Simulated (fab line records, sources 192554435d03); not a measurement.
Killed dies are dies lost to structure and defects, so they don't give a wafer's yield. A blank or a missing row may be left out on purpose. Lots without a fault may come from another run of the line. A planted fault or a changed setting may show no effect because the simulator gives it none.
fab line records | flow n5_finfet
record lots=7 wafers=21
route steps=1938 shown BEOL_M0_SAQP@692 BEOL_M1@794 BEOL_M2@867 BEOL_M3@980 BEOL_M4@1064 BEOL_M5@1141 BEOL_M6@1194
start_h: hours from the record's first day to the start of the lot's first wafer shown | wait_h: hours since the lot's step before | " the same as in the row above | L1.1+2: a row that stands for several wafers | - no value, or no start given | * or withheld: withheld | < > ~ a bound
route shown NAME@n: a module of which the file shows steps, and the number in the route of the first | usual: mean/standard deviation of fault-free wafers | same: alike in all rows | chamber/n: place in a boat | sites: the reading at each site | _std_site: their standard deviation | _edge_site: outer sites' mean less inner sites' | radius_mm: how far each site lies from the wafer's centre | mask NAME#n: copy n | behind: the tool/chamber that last shaped the wafer | hold: why the lot was held/for how many hours/how that ended | device: the transistor (n, p or np) that didn't switch | end of line: the same wafers' tests at the end of the route | a step without rows: its recipe alone | killed: dies lost to structure and defects at the first sort, not the wafer's yield | map: a wafer's dies, x killed, . not, _ none there
set.NAME: the setting as run; set.NAME@STEP: as run at that earlier step | model.NAME: the simulator's own value behind a step, which no gauge read
lots whose settings were changed on purpose; a table a step, a row a wafer
## steps
# step N5_BEOL_M0_SAQP_DESCUM_45
# recipe chemistry=O2 time_s=7 source_power_w=50 bias_power_w=20 pressure_mtorr=20 rf_frequency_hz=2.712e+07 temp_c=40 resist=CAR-EUV o2_flow_sccm=225
# columns lot.wafer tool chamber start_h wait_h set.time_s model.CAR-EUV_of_BEOL_M0_SAQP_COAT_34.thk_nm
L079.1 rie_diel-02 2 144.23 0.1 8.408 25.4
L079.2 " 3 " " 7 26.2
L079.6 " 2 " " 7 26
L084.1+5 rie_diel-03 0 170.40 0.0 7 26
L084.2 " 3 " " 7 26.2
L085.3+6 rie_diel-02 0,2 178.81 0.0 7 26.2
L085.4 " 1 " " 7.477 26
L086.1+3 rie_diel-03 1,3 185.75 0.0 7 26.2
L086.6 " 3 " " 8.023 25.6
L089.1+2+4 rie_diel-03 2,1,2 201.97 0.2 7 26.2
L090.1+5 rie_diel-03 2,3 206.14 0.0 6.431 26.4
L090.4 " 2 " " 7 26
L094.1+3+6 rie_diel-06 0,1,3 233.15 0.0 7 26
# step N5_BEOL_M1_ETCH_70
# recipe chemistry=N2/H2 target=SOC target_depth_a=800 overetch_a=160 mask_material=SiARC temp_c=40 time_s=120 ion_energy_ev=200 pressure_mtorr=30 source_w=840 bias_w=150 n2_flow_sccm=200 h2_flow_sccm=200
# usual rf_vpp_V=523/3.1
# columns lot.wafer tool chamber start_h wait_h set.source_w rf_vpp_V
L079.1 rie_diel-02 3 155.19 0.0 931.9 509
L079.2 " 0 " " 840 518
L079.6 " 1 " " 840 524
L084.1 rie_diel-06 2 183.02 0.0 840 522
L084.2 " 1 " " 840 528
L084.5 " 0 " " 840 522
L085.3 rie_diel-06 1 192.28 0.0 840 527
L085.4 " 2 " " 840 522
L085.6 " 2 " " 885.6 513
L086.1 rie_diel-03 2 201.54 0.0 711.1 551
L086.3 " 1 " " 711.1 558
L086.6 " 2 " " 840 521
L089.1 rie_diel-02 1 213.89 0.0 840 523
L089.2 " 2 " " 840 521
L089.4 " 0 " " 698.6 550
L090.1 rie_diel-03 3 220.57 0.0 911.3 507
L090.4 " 1 " " 840 526
L090.5 " 2 " " 840 521
L094.1 rie_diel-03 3 246.07 0.0 840 518
L094.3 " 1 " " 840 528
L094.6 " 3 " " 742 540
# step N5_BEOL_M1_VIA_ETCH_34
# recipe chemistry=C4F6/O2 target_depth_a=678 mask_material=SOC pressure_mtorr=15 ion_energy_ev=250 taper_deg=4 time_s=64.4 source_w=350 bias_w=170 Ar_flow_sccm=300 C4F6_flow_sccm=10 O2_flow_sccm=10
# columns lot.wafer tool chamber start_h wait_h set.time_s model.etch.depth_nm model.SOC_of_BEOL_M1_COAT_67.thk_nm
L079.1 rie_diel-02 3 155.29 0.0 64.4 63.3 52.8
L079.2 " 0 " " 73.3 75.04 51
L079.6 " 1 " " 64.4 66.27 52.4
L084.1 rie_diel-06 2 183.12 0.0 64.4 64.27 52.4
L084.2 " 1 " " 64.4 68.21 51.8
L084.5 " 0 " " 64.4 66.79 52
L085.3 rie_diel-06 1 192.38 0.0 64.4 68.64 52.2
L085.4 " 2 " " 64.4 65.19 52.4
L085.6 " 2 " " 64.4 64.91 52.4
L086.1 rie_diel-03 2 201.64 0.0 64.4 67.1 52.2
L086.3 " 1 " " 64.4 66.19 52.4
L086.6 " 2 " " 64.4 66.84 52.2
L089.1 rie_diel-02 1 213.99 0.0 64.4 65.89 52.4
L089.2 " 2 " " 51.92 53.27 53.8
L089.4 " 0 " " 64.4 66.3 52.2
L090.1 rie_diel-03 3 220.68 0.0 64.4 65.11 52.2
L090.4 " 1 " " 64.4 67.59 52.4
L090.5 " 2 " " 51.71 53.88 53.8
L094.1 rie_diel-03 3 246.17 0.0 52.81 53.47 53.4
L094.3 " 1 " " 64.4 66.05 52
L094.6 " 3 " " 64.4 65.32 52
# step N5_BEOL_M2_COAT_67
# recipe resist=SOC temp_c=250 time_s=60 spin_rpm=1500 resist_thk_nm=60
# columns lot.wafer tool chamber start_h wait_h set.spin_rpm model.SOC_of_BEOL_M2_COAT_67.thk_nm
L079.1 litho_track-03 0 162.47 0.0 1500 60.2
L079.2+6 " 0 " " 1500 60
L084.1+2 litho_track-04 0 190.24 0.0 1500 60.2
L084.5 " 0 " " 1500 60
L085.3+4+6 litho_track-05 0 198.63 0.0 1500 59.8
L086.1+6 litho_track-05 0 208.41 0.0 1394 62
L086.3 " 0 " " 1500 59.6
L089.1+4 litho_track-04 0 219.68 0.0 1335 63.6
L089.2 " 0 " " 1500 60
L090.1+4 litho_track-05 0 228.07 0.0 1500 59.8
L090.5 " 0 " " 1452 60.6
L094.1 litho_track-05 0 252.61 0.0 1453 60.8
L094.3 " 0 " " 1500 59.8
L094.6 " 0 " " 1500 60.2
# step N5_BEOL_M2_COAT_68
# recipe resist=SiARC temp_c=220 time_s=60 spin_rpm=1500 resist_thk_nm=12
# step N5_BEOL_M2_COAT_76
# recipe resist=underlayer temp_c=205 time_s=60 spin_rpm=1500 resist_thk_nm=5
# step N5_BEOL_M2_ALD_98
# recipe material=SiO2 target_thk_a=25 temp_c=100 ald_precursor_family=BDEAS ald_co_reactant=O2-plasma pulse_time_s=1 co_reactant_pulse_time_s=1 purge_time_s=2 co_reactant_purge_time_s=2 ald_cycles=17 pressure_torr=2
# step N5_BEOL_M2_ETCHBACK_99
# recipe chemistry=CHF3 target=SiO2 target_depth_a=50 time_s=10.4 source_w=215 bias_w=47 Ar_flow_sccm=200 CHF3_flow_sccm=12 ion_energy_ev=100 pressure_mtorr=30
# step N5_BEOL_M2_ETCH_70
# recipe chemistry=N2/H2 target=SOC target_depth_a=800 overetch_a=240 mask_material=SiARC temp_c=40 time_s=130 ion_energy_ev=200 pressure_mtorr=30 source_w=840 bias_w=150 n2_flow_sccm=200 h2_flow_sccm=200
# columns lot.wafer tool chamber start_h wait_h set.spin_rpm@BEOL_M2_COAT_67 model.etch.depth_nm
L079.1 rie_diel-01 3 164.71 0.0 1500 60.11
L079.2 " 1 " " 1500 60.01
L079.6 " 2 " " 1500 59.93
L084.1 rie_diel-05 0 192.50 0.0 1500 60.11
L084.2 " 2 " " 1500 60.14
L084.5 " 3 " " 1500 60.06
L085.3 rie_diel-04 2 201.34 0.0 1500 59.8
L085.4 " 0 " " 1500 59.83
L085.6 " 0 " " 1500 59.79
L086.1 rie_diel-05 0 210.35 0.0 1394 62.08
L086.3 " 2 " " 1500 59.66
L086.6 " 3 " " 1394 62.02
L089.1 rie_diel-01 3 222.51 0.0 1335 63.59
L089.2 " 0 " " 1500 59.96
L089.4 " 1 " " 1335 63.63
L090.1 rie_diel-04 2 231.20 0.0 1500 59.74
L090.4 " 1 " " 1500 59.73
L090.5 " 1 " " 1452 60.67
L094.1 rie_diel-01 0 255.88 0.0 1453 60.89
L094.3 " 3 " " 1500 59.86
L094.6 " 2 " " 1500 60.14
# step N5_BEOL_M2_STRIP_71
# recipe chemistry=N2/H2 temp_c=40 n2_flow_sccm=200 h2_flow_sccm=200 rf_frequency_hz=6e+07
# step N5_BEOL_M2_STRIP_78
# recipe chemistry=N2/H2 temp_c=40 n2_flow_sccm=200 h2_flow_sccm=200 rf_frequency_hz=6e+07
# step N5_BEOL_M2_VIA_ETCH_34
# recipe chemistry=C4F6/O2 target_depth_a=694 mask_material=SOC pressure_mtorr=15 ion_energy_ev=250 taper_deg=4 time_s=65.9 source_w=350 bias_w=170 Ar_flow_sccm=300 C4F6_flow_sccm=10 O2_flow_sccm=10
# columns lot.wafer tool chamber start_h wait_h set.spin_rpm@BEOL_M2_COAT_67 model.SOC_of_BEOL_M2_COAT_67.thk_nm
L079.1 rie_diel-01 3 164.82 0.0 1500 52.2
L079.2 " 1 " " 1500 52
L079.6 " 2 " " 1500 51.8
L084.1 rie_diel-05 0 192.61 0.0 1500 52
L084.2 " 2 " " 1500 52.6
L084.5 " 3 " " 1500 51.8
L085.3 rie_diel-04 2 201.45 0.0 1500 51.4
L085.4+6 " 0 " " 1500 51.8
L086.1 rie_diel-05 0 210.46 0.0 1394 54
L086.3 " 2 " " 1500 52.2
L086.6 " 3 " " 1394 53.8
L089.1 rie_diel-01 3 222.62 0.0 1335 55.6
L089.2 " 0 " " 1500 51.8
L089.4 " 1 " " 1335 55.8
L090.1+4 rie_diel-04 2,1 231.30 0.0 1500 51.4
L090.5 " 1 " " 1452 52.4
L094.1 rie_diel-01 0 255.99 0.0 1453 52.6
L094.3 " 3 " " 1500 52
L094.6 " 2 " " 1500 52.2
# step N5_BEOL_M3_TRENCH_ETCH_37
# recipe chemistry=C4F6/O2 target_depth_a=555.55 target=SiOC time_s=29.2 ion_energy_ev=250 pressure_mtorr=30 source_w=355 bias_w=185 Ar_flow_sccm=300 C4F6_flow_sccm=10 O2_flow_sccm=10
# usual rf_vpp_V=654/13
# columns lot.wafer tool chamber start_h wait_h set.bias_w rf_vpp_V
L079.1 rie_diel-03 2 - - 185 664
L079.2 " 3 " " 185 636
L079.6 " 1 " " 185 647
L084.1 rie_diel-06 3 - - 185 655
L084.2 " 0 " " 185 676
L084.5 " 1 " " 185 648
L085.3 rie_diel-06 0 - - 185 675
L085.4 " 3 " " 185 655
L085.6 " 3 " " 171.4 615
L086.1 rie_diel-03 3 - - 194.1 662
L086.3 " 2 " " 185 663
L086.6 " 1 " " 194.1 672
L089.1 rie_diel-02 0 - - 208.5 733
L089.2 " 3 " " 208.5 747
L089.4 " 1 " " 185 639
L090.1 rie_diel-06 0 - - 185 675
L090.4 " 3 " " 185 654
L090.5 " 1 " " 217.3 736
L094.1 rie_diel-02 3 - - 185 679
L094.3 " 1 " " 171.2 598
L094.6 " 0 " " 185 666
# step N5_BEOL_M3_ETCH_41
# recipe chemistry=CH3F/O2 target=SiCN target_depth_a=299 taper_deg=2 time_s=52.5 ion_energy_ev=120 mask_material=TiN pressure_mtorr=30 source_w=395 bias_w=75 Ar_flow_sccm=150 CH3F_flow_sccm=30 O2_flow_sccm=20
# columns lot.wafer tool chamber start_h wait_h set.target_depth_a model.etch.depth_nm
L079.1 rie_diel-03 2 - - 299 19.68
L079.2 " 3 " " 299 19.14
L079.6 " 1 " " 299 19.76
L084.1 rie_diel-06 3 - - 299 20.27
L084.2 " 0 " " 299 19.72
L084.5 " 1 " " 299 20.35
L085.3 rie_diel-06 0 - - 299 19.7
L085.4 " 3 " " 299 20.33
L085.6 " 3 " " 299 20.37
L086.1 rie_diel-03 3 - - 299 19.32
L086.3 " 2 " " 314.5 21.05
L086.6 " 1 " " 314.5 20.88
L089.1 rie_diel-02 0 - - 299 19.48
L089.2 " 3 " " 299 19.53
L089.4 " 1 " " 325.3 20.75
L090.1 rie_diel-06 0 - - 299 19.86
L090.4 " 3 " " 316 21.45
L090.5 " 1 " " 316 21.19
L094.1 rie_diel-02 3 - - 317 20.95
L094.3 " 1 " " 317 20.63
L094.6 " 0 " " 299 19.83
# step N5_BEOL_M4_ETCH_70
# recipe chemistry=N2/H2 target=SOC target_depth_a=800 overetch_a=240 mask_material=SiARC temp_c=40 time_s=130 ion_energy_ev=200 pressure_mtorr=30 source_w=840 bias_w=150 n2_flow_sccm=200 h2_flow_sccm=200
# usual rf_vpp_V=523.6/1.9
# columns lot.wafer tool chamber start_h wait_h set.bias_w rf_vpp_V model.SiARC_of_BEOL_M4_COAT_68.thk_nm
L079.1 rie_diel-01 2 185.97 0.0 150 526.5 6.2
L079.2 " 1 " " 139.4 499.6 6.4
L079.6 " 1 " " 139.4 498.9 6.4
L084.1 rie_diel-04 1 217.03 0.0 150 525.2 6.2
L084.2 " 2 " " 150 521.0 5.8
L084.5 " 3 " " 150 522.1 5.4
L085.3 rie_diel-04 0 222.47 0.0 150 522.6 6.4
L085.4 " 3 " " 166.3 557.9 4.8
L085.6 " 1 " " 166.3 561.3 5.4
L086.1 rie_diel-01 1 227.01 0.0 150 523.7 6
L086.3 " 2 " " 150 526.4 6.2
L086.6 " 0 " " 163.9 554.3 5
L089.1 rie_diel-04 0 242.31 0.0 158.5 539.0 6
L089.2 " 1 " " 150 524.6 6.2
L089.4 " 3 " " 150 522.1 5.6
L090.1 rie_diel-04 2 258.84 0.0 150 522.7 5.6
L090.4 " 3 " " 175.1 575.2 4.2
L090.5 " 1 " " 150 523.2 6.2
L094.1 rie_diel-04 0 281.63 0.0 150 519.9 6.2
L094.3 " 3 " " 150 520.4 5.4
L094.6 " 0 " " 133.1 483.7 7.2
# step N5_BEOL_M5_COAT_74
# recipe resist=underlayer temp_c=205 time_s=60 spin_rpm=1500 resist_thk_nm=5
# columns lot.wafer tool chamber start_h wait_h set.spin_rpm
L079.1 litho_track-01 0 - - 1379
L079.2+6 " 0 " " 1500
L084.1+2+5 litho_track-01 0 - - 1500
L085.3+4+6 litho_track-01 0 - - 1500
L086.1 litho_track-03 0 - - 1611
L086.3+6 " 0 " " 1500
L089.1+4 litho_track-05 0 - - 1550
L089.2 " 0 " " 1500
L090.1+4 litho_track-01 0 - - 1584
L090.5 " 0 " " 1500
L094.1+3 litho_track-03 0 - - 1500
L094.6 " 0 " " 1620
# step N5_BEOL_M5_COAT_22
# recipe resist=CAR-EUV spin_rpm=1500 resist_thk_nm=30
# columns lot.wafer tool chamber start_h wait_h set.spin_rpm model.CAR-EUV_of_BEOL_M5_COAT_22.thk_nm
L079.1+2+6 litho_track-01 0 - - 1500 30
L084.1+2+5 litho_track-01 0 - - 1500 30
L085.3+4+6 litho_track-01 0 - - 1362 31.4
L086.1+6 litho_track-03 0 - - 1500 30.2
L086.3 " 0 " " 1377 31.4
L089.1+2+4 litho_track-05 0 - - 1500 30
L090.1 litho_track-01 0 - - 1601 29
L090.4 " 0 " " 1601 29.2
L090.5 " 0 " " 1500 30
L094.1 litho_track-03 0 - - 1650 28.6
L094.3+6 " 0 " " 1500 30
# step N5_BEOL_M5_EBR_24
# recipe solvent=PGMEA ebr_width_mm=1.5
# step N5_BEOL_M5_SOFTBAKE_23
# recipe temp_c=110 time_s=60 resist=CAR-EUV
# step N5_BEOL_M5_EXPOSE_25
# recipe mask_id=V4 na=0.33 source_shape=quasar sigma_inner=0.2 sigma_outer=0.6 polarization=unpolarized defocus_nm=10 dose_mj=52.75
# step N5_BEOL_M5_PEB_26
# recipe peb_temp_c=100 peb_time_s=60 resist=CAR-EUV
# step N5_BEOL_M5_DEVELOP_27
# recipe develop_time_s=30 developer=TMAH resist=CAR-EUV rinse_liquid=surfactant_rinse dry=air_spin dev_temp_c=23
# columns lot.wafer tool chamber start_h wait_h set.spin_rpm@BEOL_M5_COAT_22 model.CAR-EUV_of_BEOL_M5_COAT_22.thk_nm
L079.1+2 litho_track-03 0 - - 1500 29.6
L079.6 " 0 " " 1500 29.4
L084.1+2 litho_track-05 0 - - 1500 29.4
L084.5 " 0 " " 1500 29.6
L085.3+4+6 litho_track-01 0 - - 1362 31
L086.1 litho_track-01 0 - - 1500 29.6
L086.3 " 0 " " 1377 31
L086.6 " 0 " " 1500 29.8
L089.1+2+4 litho_track-03 0 - - 1500 29.6
L090.1 litho_track-01 0 - - 1601 28.6
L090.4 " 0 " " 1601 28.8
L090.5 " 0 " " 1500 29.6
L094.1 litho_track-01 0 - - 1650 28
L094.3+6 " 0 " " 1500 29.6
# step N5_BEOL_M5_DESCUM_33
# recipe chemistry=O2 time_s=7 source_power_w=50 bias_power_w=20 pressure_mtorr=20 rf_frequency_hz=2.712e+07 temp_c=40 resist=CAR-EUV o2_flow_sccm=225
# step N5_BEOL_M5_ETCH_75
# recipe chemistry=N2/H2 target=underlayer target_depth_a=65 mask_material=CAR-EUV time_s=5.2 ion_energy_ev=200 pressure_mtorr=30 source_w=840 bias_w=150 n2_flow_sccm=200 h2_flow_sccm=200 ends=cleared
# columns lot.wafer tool chamber start_h wait_h set.spin_rpm@BEOL_M5_COAT_74 model.etch.depth_nm
L079.1 rie_diel-06 1 195.69 0.0 1379 5.227
L079.2 " 3 " " 1500 4.996
L079.6 " 3 " " 1500 5.006
L084.1 rie_diel-02 3 227.09 0.0 1500 5.001
L084.2 " 0 " " 1500 4.996
L084.5 " 3 " " 1500 4.99
L085.3 rie_diel-02 2 234.35 0.0 1500 4.981
L085.4 " 3 " " 1500 4.987
L085.6 " 1 " " 1500 4.985
L086.1 rie_diel-02 3 236.61 0.0 1611 4.85
L086.3 " 0 " " 1500 5.02
L086.6 " 3 " " 1500 5.016
L089.1+4 rie_diel-03 1 251.73 0.0 1550 4.948
L089.2 " 2 " " 1500 5.015
L090.1 rie_diel-02 0 268.57 0.0 1584 4.855
L090.4 " 2 " " 1584 4.854
L090.5 " 1 " " 1500 4.982
L094.1 rie_diel-03 0 294.85 0.0 1500 5.017
L094.3 " 2 " " 1500 5.012
L094.6 " 3 " " 1620 4.824
# step N5_BEOL_M6_ILD_DEP_00
# recipe material=SiCOH_lowk target_thk_a=1797.5 temp_c=300 precursor=DEMS/porogen pressure_torr=5 rf_w=500 time_s=33.4
# columns lot.wafer tool chamber start_h wait_h set.time_s model.SiCOH_lowk_of_BEOL_M6_ILD_DEP_00.thk_nm
L079.1 pecvd-02 0 203.09 0.0 30.82 163.6
L079.2 " 1 " " 33.4 177.4
L079.6 " 1 " " 33.4 181.2
L084.1 pecvd-01 1 236.00 0.0 33.4 178.6
L084.2 " 0 " " 33.4 176
L084.5 " 1 " " 33.4 182
L085.3 pecvd-01 0 242.41 0.0 33.4 173.2
L085.4 " 0 " " 28.56 151.6
L085.6 " 2 " " 33.4 181.6
L086.1 pecvd-01 1 244.04 0.0 35.41 186
L086.3 " 0 " " 35.41 189.6
L086.6 " 0 " " 35.41 192.4
L089.1 pecvd-04 0 259.84 0.0 33.4 176
L089.2 " 1 " " 35.5 188.8
L089.4 " 2 " " 33.4 179.4
L090.1 pecvd-04 0 275.84 0.0 33.4 176.4
L090.4 " 1 " " 29.52 162.8
L090.5 " 2 " " 29.52 160.6
L094.1 pecvd-04 0 302.66 0.0 33.4 177
L094.3 " 2 " " 31.12 165.8
L094.6 " 1 " " 33.4 181.4
# step N5_BEOL_M6_CURE_74
# recipe temp_c=385 time_s=240 ambient=He/Ar material=SiCOH_lowk
# columns lot.wafer tool chamber start_h wait_h set.time_s@BEOL_M6_ILD_DEP_00 model.SiCOH_lowk_of_BEOL_M6_ILD_DEP_00.thk_nm
L079.1 uv_cure-01 1 203.18 0.1 30.82 140.8
L079.2 " 1 " " 33.4 153
L079.6 " 1 " " 33.4 156.4
L084.1 uv_cure-01 2 236.06 0.0 33.4 154
L084.2 " 2 " " 33.4 151.8
L084.5 " 2 " " 33.4 157
L085.3 uv_cure-02 1 242.63 0.2 33.4 149.4
L085.4 " 1 " " 28.56 130.6
L085.6 " 1 " " 33.4 156.6
L086.1 uv_cure-01 2 244.11 0.0 35.41 160.4
L086.3 " 2 " " 35.41 163.6
L086.6 " 2 " " 35.41 166
L089.1 uv_cure-01 2 259.91 0.0 33.4 151.6
L089.2 " 2 " " 35.5 162.8
L089.4 " 2 " " 33.4 154.6
L090.1 uv_cure-03 2 275.90 0.0 33.4 152
L090.4 " 2 " " 29.52 140.2
L090.5 " 2 " " 29.52 138.4
L094.1 uv_cure-01 1 302.72 0.0 33.4 152.6
L094.3 " 1 " " 31.12 143
L094.6 " 1 " " 33.4 156.6
# step N5_BEOL_M6_THK_MEAS_01
# recipe reads=SiCOH_lowk_of_BEOL_M6_ILD_DEP_00
# usual M6_ILD_THK=155.2/2.4
# columns lot.wafer tool chamber start_h wait_h set.time_s@BEOL_M6_ILD_DEP_00 M6_ILD_THK[nm]
L079.1 film_metro-02 - 203.69 0.4 30.82 140.9
L079.2 " - " " 33.4 152.9
L079.6 " - " " 33.4 156.3
L084.1 film_metro-01 - 236.58 0.4 33.4 153.9
L084.2 " - " " 33.4 151.8
L084.5 " - " " 33.4 157.0
L085.3 film_metro-02 - 242.99 0.3 33.4 149.3
L085.4 " - " " 28.56 130.5
L085.6 " - " " 33.4 156.6
L086.1 film_metro-01 - 244.62 0.4 35.41 160.4
L086.3 " - " " 35.41 163.6
L086.6 " - " " 35.41 165.8
L089.1 film_metro-01 - 260.42 0.4 33.4 151.6
L089.2 " - " " 35.5 162.9
L089.4 " - " " 33.4 154.7
L090.1 film_metro-01 - 276.41 0.4 33.4 152.1
L090.4 " - " " 29.52 140.3
L090.5 " - " " 29.52 138.5
L094.1 film_metro-02 - 303.23 0.4 33.4 152.6
L094.3 " - " " 31.12 142.9
L094.6 " - " " 33.4 156.5
## key
split step=N5_BEOL_M0_SAQP_DESCUM_45 setting=time_s stated=7 by=wafer
response step=N5_BEOL_M0_SAQP_DESCUM_45 reading=model.CAR-EUV_of_BEOL_M0_SAQP_COAT_34.thk_nm change=-0.0376 per=1% r=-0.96
split step=N5_BEOL_M1_ETCH_70 setting=source_w stated=840 by=wafer
response step=N5_BEOL_M1_ETCH_70 reading=rf_vpp_V change=-1.75 per=1% r=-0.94
split step=N5_BEOL_M1_VIA_ETCH_34 setting=time_s stated=64.4 by=wafer
response step=N5_BEOL_M1_VIA_ETCH_34 reading=model.etch.depth_nm change=+0.669 per=1% r=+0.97
response step=N5_BEOL_M1_VIA_ETCH_34 reading=model.SOC_of_BEOL_M1_COAT_67.thk_nm change=-0.0828 per=1% r=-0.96
split step=N5_BEOL_M2_COAT_67 setting=spin_rpm stated=1500 by=wafer
response step=N5_BEOL_M2_COAT_67 reading=model.SOC_of_BEOL_M2_COAT_67.thk_nm change=-0.323 per=1% r=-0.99
response step=N5_BEOL_M2_ETCH_70 reading=model.etch.depth_nm change=-0.329 per=1% r=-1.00
response step=N5_BEOL_M2_VIA_ETCH_34 reading=model.SOC_of_BEOL_M2_COAT_67.thk_nm change=-0.312 per=1% r=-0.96
split step=N5_BEOL_M3_TRENCH_ETCH_37 setting=bias_w stated=185 by=wafer
response step=N5_BEOL_M3_TRENCH_ETCH_37 reading=rf_vpp_V change=+5.81 per=1% r=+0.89
split step=N5_BEOL_M3_ETCH_41 setting=target_depth_a stated=299 by=wafer
response step=N5_BEOL_M3_ETCH_41 reading=model.etch.depth_nm change=+0.194 per=1% r=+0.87
split step=N5_BEOL_M4_ETCH_70 setting=bias_w stated=150 by=wafer
response step=N5_BEOL_M4_ETCH_70 reading=rf_vpp_V change=+3.23 per=1% r=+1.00
response step=N5_BEOL_M4_ETCH_70 reading=model.SiARC_of_BEOL_M4_COAT_68.thk_nm change=-0.1 per=1% r=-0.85
split step=N5_BEOL_M5_COAT_74 setting=spin_rpm stated=1500 by=wafer
response step=N5_BEOL_M5_ETCH_75 reading=model.etch.depth_nm change=-0.0245 per=1% r=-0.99
split step=N5_BEOL_M5_COAT_22 setting=spin_rpm stated=1500 by=wafer
response step=N5_BEOL_M5_COAT_22 reading=model.CAR-EUV_of_BEOL_M5_COAT_22.thk_nm change=-0.141 per=1% r=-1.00
response step=N5_BEOL_M5_DEVELOP_27 reading=model.CAR-EUV_of_BEOL_M5_COAT_22.thk_nm change=-0.154 per=1% r=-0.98
split step=N5_BEOL_M6_ILD_DEP_00 setting=time_s stated=33.4 by=wafer
response step=N5_BEOL_M6_ILD_DEP_00 reading=model.SiCOH_lowk_of_BEOL_M6_ILD_DEP_00.thk_nm change=+1.69 per=1% r=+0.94
response step=N5_BEOL_M6_CURE_74 reading=model.SiCOH_lowk_of_BEOL_M6_ILD_DEP_00.thk_nm change=+1.47 per=1% r=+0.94
response step=N5_BEOL_M6_THK_MEAS_01 reading=M6_ILD_THK change=+1.47 per=1% r=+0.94
